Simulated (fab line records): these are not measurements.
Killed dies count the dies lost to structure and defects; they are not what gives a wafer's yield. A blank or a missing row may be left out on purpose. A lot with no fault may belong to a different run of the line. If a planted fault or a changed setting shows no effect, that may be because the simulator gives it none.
fab line records ; flow n5-finfet
record: lots: 3; wafers: 9; last-day: 15
route steps=1938 shown BEOL_M1@751 BEOL_M4@1111 PASSIVATION@1936
lots that met no fault: taken from a fault-free run of the same line
start-h: the number of hours between the record's first day and the start of the first shown wafer of the lot ; wait-h: hours from the lot's prior step to this one ; " identical to the entry in the row above ; L1.1+2: several wafers, shown together as one row ; - value missing, or start not given ; * or withheld: withheld ; < > ~ a bound
route shown NAME@n: a module of which the file shows steps, and the number in the route of the first ; usual: average and standard deviation across the fault-free wafers ; same: alike in all rows ; chamber/n: place in a boat ; sites: per-site readings ; _std_site: standard deviation of those values ; _edge_site: outer sites' mean less inner sites' ; radius-mm: how far each site lies from the wafer's centre ; mask NAME#n: copy n ; behind: tool/chamber where the wafer was last shaped ; hold: cause of the lot's hold/its duration in hours/its outcome ; device: transistor that didn't switch, given as n, p or np ; end of line: the same wafers' tests at the end of the route ; where a step has no rows: the recipe by itself ; killed: count of dies lost to structure and defects at first sort (not the wafer's yield) ; map: a wafer's dies, x killed, . not, _ none there
set.NAME: the setting as run; set.NAME@STEP: as run at that earlier step ; model.NAME: the simulator's own value behind a step, which no gauge read
lots at selected steps of the route; one table per step, one row per wafer
services: a tool's chamber out of use, with start hour (start-h, from the record's first day; less than 0 if before it), hours out, and reason
== steps ==
step: N5_BEOL_M1_ILD_DEP_00
recipe: material: SiOC; target-thk-a: 790; temp-c: 350; precursor: DEMS/O2; pressure-torr: 5; rf-w: 500; time-s: 15.3
step: N5_BEOL_M1_PECVD_72
recipe: material: SiO2; target-thk-a: 160; temp-c: 400; precursor: TEOS/O2; pressure-torr: 5.5; rf-w: 450; teos-flow-sccm: 53.8; gas: O2; flow-sccm: 3000; time-s: 18
step: N5_BEOL_M1_HM_DEP_02
recipe: material: TiN; target-thk-a: 200; temp-c: 25; chamber-pressure-pa: 0.49996
step: N5_BEOL_M1_COAT_61
recipe: resist: SOC; temp-c: 250; time-s: 60; spin-rpm: 1500; resist-thk-nm: 60
step: N5_BEOL_M1_COAT_62
recipe: resist: SiARC; temp-c: 220; time-s: 60; spin-rpm: 1500; resist-thk-nm: 12
step: N5_BEOL_M1_COAT_73
recipe: resist: underlayer; temp-c: 205; time-s: 60; spin-rpm: 1500; resist-thk-nm: 5
step: N5_BEOL_M1_COAT_05
recipe: resist: CAR-EUV; spin-rpm: 1500; resist-thk-nm: 30
step: N5_BEOL_M1_EBR_07
recipe: solvent: PGMEA; ebr-width-mm: 1.5
step: N5_BEOL_M1_SOFTBAKE_06
recipe: temp-c: 110; time-s: 60; resist: CAR-EUV
step: N5_BEOL_M1_EXPOSE_08
recipe: mask-id: M1; na: 0.33; source-shape: dipole; sigma-inner: 0.369; sigma-outer: 0.767; polarization: unpolarized; dose-mj: 33
lot.wafer;tool;chamber;start-h;wait-h;mask;model.BEOL_M1.overlay-x-nm
L242.2+3+5;euv-scanner-02;0;134.29;-;M1#0;-0.4
L250.3+4+6;euv-scanner-02;0;184.28;-;M1#0;11.8
L251.1+2+6;euv-scanner-01;0;198.39;-;M1#0;-1
step: N5_BEOL_M1_PEB_09
recipe: peb-temp-c: 100; peb-time-s: 60; resist: CAR-EUV
step: N5_BEOL_M1_DEVELOP_10
recipe: develop-time-s: 30; developer: TMAH; resist: CAR-EUV; rinse-liquid: surfactant-rinse; dry: air-spin; dev-temp-c: 23
step: N5_BEOL_M1_OVL_MEAS_12
recipe: points-per-wafer: 522
usual: M1_OVL: -0.6/0.57
lot.wafer;tool;chamber;start-h;wait-h;M1_OVL[nm]
L242.2;overlay-02;0;134.44;0.0;0.4
L242.3;overlay-02;0;134.44;0.0;-1.6
L242.5;overlay-02;0;134.44;0.0;-0.4
L250.3;overlay-02;0;184.44;0.0;11.2
L250.4;overlay-02;0;184.44;0.0;12.0
L250.6;overlay-02;0;184.44;0.0;10.8
L251.1;overlay-02;0;198.54;0.0;-1.2
L251.2;overlay-02;0;198.54;0.0;-1.3
L251.6;overlay-02;0;198.54;0.0;-2.0
step: N5_BEOL_M1_DESCUM_16
recipe: chemistry: O2; time-s: 7; source-power-w: 50; bias-power-w: 20; pressure-mtorr: 20; rf-frequency-hz: 2.712e+07; temp-c: 40; resist: CAR-EUV; o2-flow-sccm: 225
step: N5_BEOL_M1_ETCH_74
recipe: chemistry: N2/H2; target: underlayer; target-depth-a: 65; mask-material: CAR-EUV; time-s: 5.2; ion-energy-ev: 200; pressure-mtorr: 30; source-w: 840; bias-w: 150; n2-flow-sccm: 200; h2-flow-sccm: 200; ends: cleared
step: N5_BEOL_M1_ETCH_63
recipe: chemistry: CF4; target: SiARC; target-depth-a: 156; mask-material: CAR-EUV; time-s: 26; ion-energy-ev: 80; pressure-mtorr: 40; source-w: 545; bias-w: 36; Ar_flow_sccm: 100; cf4-flow-sccm: 100; ends: cleared
step: N5_BEOL_M1_ETCH_64
recipe: chemistry: N2/H2; target: SOC; target-depth-a: 750; overetch-a: 150; mask-material: SiARC; temp-c: 40; time-s: 112.5; ion-energy-ev: 200; pressure-mtorr: 30; source-w: 840; bias-w: 150; n2-flow-sccm: 200; h2-flow-sccm: 200
step: N5_BEOL_M1_STRIP_65
recipe: chemistry: N2/H2; temp-c: 40; n2-flow-sccm: 200; h2-flow-sccm: 200; rf-frequency-hz: 6e+07
step: N5_BEOL_M1_STRIP_75
recipe: chemistry: N2/H2; temp-c: 40; n2-flow-sccm: 200; h2-flow-sccm: 200; rf-frequency-hz: 6e+07
step: N5_BEOL_M1_STRIP_66
recipe: chemistry: CF4; resist: SiARC; power-w: 300; bias-power-w: 75; pressure-mtorr: 50; cf4-flow-sccm: 150; rf-frequency-hz: 6e+07
step: N5_BEOL_M1_HM_OPEN_17
recipe: chemistry: Cl2/BCl3; target-depth-a: 200; overetch-a: 60; target: TiN; mask-material: SOC; ion-energy-ev: 150; pressure-mtorr: 10; icp-w: 1000; bias-w: 126; Cl2_flow_sccm: 53.25; bcl3-flow-sccm: 21.75; Ar_flow_sccm: 25
step: N5_BEOL_M1_STRIP_19
recipe: chemistry: O2; power-w: 400; temp-c: 40; pressure-mtorr: 30; rf-frequency-hz: 6e+07; bias-power-w: 0; overash-fraction: 0.2; o2-flow-sccm: 225
step: N5_BEOL_M1_COAT_67
recipe: resist: SOC; temp-c: 250; time-s: 60; spin-rpm: 1500; resist-thk-nm: 60
step: N5_BEOL_M1_COAT_68
recipe: resist: SiARC; temp-c: 220; time-s: 60; spin-rpm: 1500; resist-thk-nm: 12
step: N5_BEOL_M1_COAT_76
recipe: resist: underlayer; temp-c: 205; time-s: 60; spin-rpm: 1500; resist-thk-nm: 5
step: N5_BEOL_M1_COAT_22
recipe: resist: CAR-EUV; spin-rpm: 1500; resist-thk-nm: 30
step: N5_BEOL_M1_EBR_24
recipe: solvent: PGMEA; ebr-width-mm: 1.5
step: N5_BEOL_M1_SOFTBAKE_23
recipe: temp-c: 110; time-s: 60; resist: CAR-EUV
step: N5_BEOL_M1_EXPOSE_25
recipe: mask-id: V0; na: 0.33; source-shape: quasar; sigma-inner: 0.2; sigma-outer: 0.8; polarization: unpolarized; defocus-nm: 5; target-cd-nm: 24; dose-mj: 63
step: N5_BEOL_M1_PEB_26
recipe: peb-temp-c: 100; peb-time-s: 60; resist: CAR-EUV
step: N5_BEOL_M1_DEVELOP_27
recipe: develop-time-s: 30; developer: TMAH; resist: CAR-EUV; rinse-liquid: surfactant-rinse; dry: air-spin; dev-temp-c: 23
step: N5_BEOL_M1_DESCUM_33
recipe: chemistry: O2; time-s: 7; source-power-w: 50; bias-power-w: 20; pressure-mtorr: 20; rf-frequency-hz: 2.712e+07; temp-c: 40; resist: CAR-EUV; o2-flow-sccm: 225
step: N5_BEOL_M1_ETCH_77
recipe: chemistry: N2/H2; target: underlayer; target-depth-a: 65; mask-material: CAR-EUV; time-s: 5.2; ion-energy-ev: 200; pressure-mtorr: 30; source-w: 840; bias-w: 150; n2-flow-sccm: 200; h2-flow-sccm: 200; ends: cleared
step: N5_BEOL_M4_RC_MEAS_101
usual: CJ_P: 5.7/0.32; DIBL_N: 36.2/2; DIBL_P: 36.1/2.4; EOT_P: 10.50/0.1; IGATE_P: 0.0036/0.00059; IOFF_N: 0.16/0.035; IOFF_P: 0.22/0.041; IOFF_P_85C: 3.7/0.58; IOFF_P_LIN: 0.102/0.015; IOFF_P_LONG: 0.000108/1.2e-05; ION_N: 675/14; ION_P: 465/8.6; RC_DENSE_P: 23.9/0.67; RC_P: 19.5/0.55; REXT_P: 100.3/2.9; RS_SD_P: 65.8/0.91; SS_N: 71.5/0.64; SS_P: 73.2/0.76; VT_N: 250/3.9; VT_P: -249/3.4; VT_P_LONG: -274.3/3; VT_P_LVT: -99/3.4
lot.wafer;tool;chamber;start-h;wait-h;CJ_P;DIBL_N[mV/V];DIBL_P[mV/V];EOT_P;IGATE_P[nA/um];IOFF_N[nA/um];IOFF_P[nA/um];IOFF_P_85C[nA/um];IOFF_P_LIN[nA/um];IOFF_P_LONG[nA/um];ION_N[uA/um];ION_P[uA/um];RC_DENSE_P[ohm.um];RC_P[ohm.um];REXT_P[ohm.um];RS_SD_P[ohm/sq];SS_N[mV/dec];SS_P[mV/dec];VT_N[mV];VT_P[mV];VT_P_LONG[mV];VT_P_LVT[mV]
L242.2;prober-01;0;177.95;0.2;5.5;33.5;32.0;10.59;0.0036;0.10;0.15;2.7;0.076;0.000103;654;452;23.9;19.7;100.0;64.6;71.6;71.9;254;-254;-274.7;-103
L242.3;prober-01;0;177.95;0.2;5.7;34.2;34.2;10.57;0.0035;0.11;0.18;3.1;0.087;0.000106;668;461;23.9;19.6;97.1;64.8;71.5;72.1;252;-251;-274.2;-100
L242.5;prober-01;0;177.95;0.2;5.7;34.3;34.5;10.37;0.0041;0.12;0.18;3.2;0.089;0.000106;679;461;24.1;19.6;99.7;65.7;71.5;71.9;252;-251;-272.0;-101
L250.3;prober-02;0;227.29;0.3;-;39.9;-;-;-;0.22;-;-;-;-;695;-;-;-;-;-;72.5;-;243;-;-;-
L250.4;prober-02;0;227.29;0.3;-;35.2;-;-;-;0.12;-;-;-;-;671;-;-;-;-;-;71.5;-;252;-;-;-
L250.6;prober-02;0;227.29;0.3;-;36.2;-;-;-;0.15;-;-;-;-;688;-;-;-;-;-;71.3;-;247;-;-;-
L251.1;prober-01;0;245.24;0.0;5.6;35.3;34.6;10.58;0.0034;0.15;0.24;4.0;0.114;0.000117;669;468;24.1;19.6;99.9;65.3;71.6;73.5;250;-244;-271.7;-97
L251.2;prober-01;0;245.24;0.0;5.9;31.1;30.1;10.58;0.0035;0.09;0.16;2.9;0.088;0.000124;640;459;24.4;19.7;99.6;66.9;70.2;71.3;258;-252;-270.2;-103
L251.6;prober-01;0;245.24;0.0;5.9;30.4;30.0;10.49;0.0035;0.09;0.17;3.0;0.093;0.000124;654;464;23.8;19.4;98.3;64.9;70.2;71.8;257;-251;-274.4;-101
step: N5_PASSIVATION_PROBE_49
usual: defect-limited-yield: 91.1/1.4; killed_at_M0_to_M3: 36/9.9; killed_at_M4_up: 13/5.8; killed-at-contacts: 14/5.9; killed-at-front-end: 39/11; killed-at-other: 3.4/2.9; killed-dies: 105/17; killed-on-rim: 15/3.9; killed-open: 70/13; killed-short: 34/7.3; sort_bin_5_function: 5.3/1; sort_bin_6_memory: 3.3/0.62; sort_bin_8_speed: 0.01/0.057; sort-n-pass: 1075/17; sort-yield-pct: 91.1/1.4
same: gross-dies: 1180; killed-at-back-side: 0; sort_bin_4_leakage[%]: 0
lot.wafer;tool;chamber;start-h;wait-h;defect-limited-yield[%];killed_at_M0_to_M3;killed_at_M4_up;killed-at-contacts;killed-at-front-end;killed-at-other;killed-dies;killed-on-rim;killed-open;killed-short;sort_bin_5_function[%];sort_bin_6_memory[%];sort_bin_8_speed[%];sort-n-pass;sort-yield-pct[%]
L250.3;prober-02;-;333.66;0.5;0;1140;6;10;23;1;1180;152;54;30;50.1;3.2;0;0;0
L250.4;prober-02;-;333.71;0.5;0;1122;21;13;23;1;1180;152;62;29;49.5;2.6;0;0;0
L250.6;prober-02;-;333.81;0.6;0;1144;10;6;20;0;1180;152;55;19;51.5;2.4;0;0;0
killed by level:class
L250.3 BEOL_M1:overlay=1095 BEOL_M0_SAQP:geometric-particle:short=9 MOL_CONTACT_COAG:geometric-particle:open=8 BEOL_M0_SAQP:geometric-particle:open=7 BEOL_M2:geometric-particle:open=7 BEOL_M3:geometric-particle:open=7 BEOL_M0:geometric-particle:open=6 FIN_SAQP:geometric-particle:short=5
L250.4 BEOL_M1:overlay=1089 BEOL_M4:geometric-particle:open=11 MOL_CONTACT_COAG:geometric-particle:open=10 BEOL_M0_SAQP:geometric-particle:open=8 BEOL_M2:geometric-particle:open=6 DUMMY_GATE:geometric-particle:open=5 GATE_CUT:geometric-particle:short=5 BEOL_M0:geometric-particle:open=5
L250.6 BEOL_M1:overlay=1105 BEOL_M2:geometric-particle:open=10 BEOL_M3:geometric-particle:open=9 BEOL_M0_SAQP:geometric-particle:short=8 STARTING-WAFER:geometric-particle:open=7 BEOL_M4:geometric-particle:open=7 MOL_CONTACT_COAG:geometric-particle:open=6 DUMMY_GATE:geometric-particle:open=5
map L250.3 (x killed, . not)
_________________xxxxxxxxxxxx________________
______________xxxxxxxxxxxxxxxxxx_____________
___________xxxxxxxxxxxxxxxxxxxxxxxx__________
__________xxxxxxxxxxxxxxxxxxxxxxxxxx_________
________xxxxxxxxxxxxxxxxxxxxxxxxxxxxxx_______
_______xxxxxxxxxxxxxxxxxxxxxxxxxxxxxxxx______
______xxxxxxxxxxxxxxxxxxxxxxxxxxxxxxxxxx_____
_____xxxxxxxxxxxxxxxxxxxxxxxxxxxxxxxxxxxx____
____xxxxxxxxxxxxxxxxxxxxxxxxxxxxxxxxxxxxxx___
___xxxxxxxxxxxxxxxxxxxxxxxxxxxxxxxxxxxxxxxx__
___xxxxxxxxxxxxxxxxxxxxxxxxxxxxxxxxxxxxxxxx__
__xxxxxxxxxxxxxxxxxxxxxxxxxxxxxxxxxxxxxxxxxx_
__xxxxxxxxxxxxxxxxxxxxxxxxxxxxxxxxxxxxxxxxxx_
_xxxxxxxxxxxxxxxxxxxxxxxxxxxxxxxxxxxxxxxxxxxx
_xxxxxxxxxxxxxxxxxxxxxxxxxxxxxxxxxxxxxxxxxxxx
_xxxxxxxxxxxxxxxxxxxxxxxxxxxxxxxxxxxxxxxxxxxx
_xxxxxxxxxxxxxxxxxxxxxxxxxxxxxxxxxxxxxxxxxxxx
_xxxxxxxxxxxxxxxxxxxxxxxxxxxxxxxxxxxxxxxxxxxx
_xxxxxxxxxxxxxxxxxxxxxxxxxxxxxxxxxxxxxxxxxxxx
_xxxxxxxxxxxxxxxxxxxxxxxxxxxxxxxxxxxxxxxxxxxx
_xxxxxxxxxxxxxxxxxxxxxxxxxxxxxxxxxxxxxxxxxxxx
__xxxxxxxxxxxxxxxxxxxxxxxxxxxxxxxxxxxxxxxxxx_
__xxxxxxxxxxxxxxxxxxxxxxxxxxxxxxxxxxxxxxxxxx_
___xxxxxxxxxxxxxxxxxxxxxxxxxxxxxxxxxxxxxxxx__
___xxxxxxxxxxxxxxxxxxxxxxxxxxxxxxxxxxxxxxxx__
____xxxxxxxxxxxxxxxxxxxxxxxxxxxxxxxxxxxxxx___
_____xxxxxxxxxxxxxxxxxxxxxxxxxxxxxxxxxxxx____
______xxxxxxxxxxxxxxxxxxxxxxxxxxxxxxxxxx_____
_______xxxxxxxxxxxxxxxxxxxxxxxxxxxxxxxx______
________xxxxxxxxxxxxxxxxxxxxxxxxxxxxxx_______
__________xxxxxxxxxxxxxxxxxxxxxxxxxx_________
___________xxxxxxxxxxxxxxxxxxxxxxxx__________
______________xxxxxxxxxxxxxxxxxx_____________
_________________xxxxxxxxxxxx________________
map L242.2 (x killed, . not)
_________________..........x.________________
______________.........x........_____________
___________........................__________
__________.....x....xx.x.......x...._________
________...............x.x..........x._______
_______.........x..x...................______
______..........x..x.........x.........._____
_____.....x......x...x....x.........xx...____
____.x....x...x....x...............x....x.___
___................xx............x....x....__
___....xx............x.............x.......__
__xx..........x..x..........x.........x....._
__.x........x.......x..........x..x......x.._
_.............x......x....x......x........x..
_....x.......x.x....x.x........x.............
_.x.x....x.......xx...xx.............x.......
_.....x.........................x............
_..........x..x........................x.....
_.......x...x...x..............x.x...x....x..
_...x.x.....x....x.......x..x........x.x...x.
_..x................x.......x...........x.x.x
__...........................x...x.........._
__x..x.x...........x........................_
___...x.......x..x..x....x..x.x...........x__
___.....x........x...x..x....x.............__
____.x...............x.................x..___
_____....x.................x.x...x.....x.____
______.......x..x..xx.x...x...xx.....x.._____
_______.....................x..........______
________........x....................._______
__________x.....x..................x_________
___________...x....................__________
______________.....x............_____________
_________________.x.....x...x________________
== services ==
tool;chamber;start-h;hours;kind
euv-scanner-02;-;120.04;1.0;pm
euv-scanner-01;-;120.50;1.8;repair
euv-scanner-01;-;137.84;4.6;pm
euv-scanner-02;-;176.19;1.0;pm
euv-scanner-02;-;177.20;5.8;pm
euv-scanner-01;-;196.73;1.0;pm
== key ==
first-sign: step: N5_BEOL_M1_OVL_MEAS_12; reading: M1_OVL; direction: up; sigmas: 21; usual: -0.6; struck: 11.3
effect: step: N5_BEOL_M4_RC_MEAS_101; reading: CJ_P; direction: missing
effect: step: N5_BEOL_M4_RC_MEAS_101; reading: DIBL_P; direction: missing
effect: step: N5_BEOL_M4_RC_MEAS_101; reading: EOT_P; direction: missing
effect: step: N5_BEOL_M4_RC_MEAS_101; reading: IGATE_P; direction: missing
effect: step: N5_BEOL_M4_RC_MEAS_101; reading: IOFF_P; direction: missing
effect: step: N5_BEOL_M4_RC_MEAS_101; reading: IOFF_P_85C; direction: missing
effect: step: N5_BEOL_M4_RC_MEAS_101; reading: IOFF_P_LIN; direction: missing
effect: step: N5_BEOL_M4_RC_MEAS_101; reading: IOFF_P_LONG; direction: missing
effect: step: N5_BEOL_M4_RC_MEAS_101; reading: ION_P; direction: missing
effect: step: N5_BEOL_M4_RC_MEAS_101; reading: RC_DENSE_P; direction: missing
effect: step: N5_BEOL_M4_RC_MEAS_101; reading: RC_P; direction: missing
effect: step: N5_BEOL_M4_RC_MEAS_101; reading: REXT_P; direction: missing
effect: step: N5_PASSIVATION_PROBE_49; reading: killed_at_M0_to_M3; direction: up; sigmas: 99+; usual: 36; struck: 1135
model-effect: step: N5_BEOL_M1_EXPOSE_08; value: BEOL_M1.overlay-x-nm; without: -0.4; struck: 11.8
more-kills-born-at: N5_BEOL_M1_EXPOSE_08@euv-scanner-02: 3289
met-at N5_BEOL_M1_EXPOSE_08
struck-wafers L250.3,L250.4,L250.6
onset-between 134.29 184.28
earlier-fault: kind: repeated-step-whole; tool: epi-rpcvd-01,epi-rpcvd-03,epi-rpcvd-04; chamber: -; onset-h: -; steps: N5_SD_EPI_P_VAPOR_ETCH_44; times: 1; scope: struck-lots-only
fault: kind: scanner-matching-overlay; tool: euv-scanner-02; chamber: -; onset-h: 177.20; steps: N5_BEOL_M1_EXPOSE_08; offset: 12.356
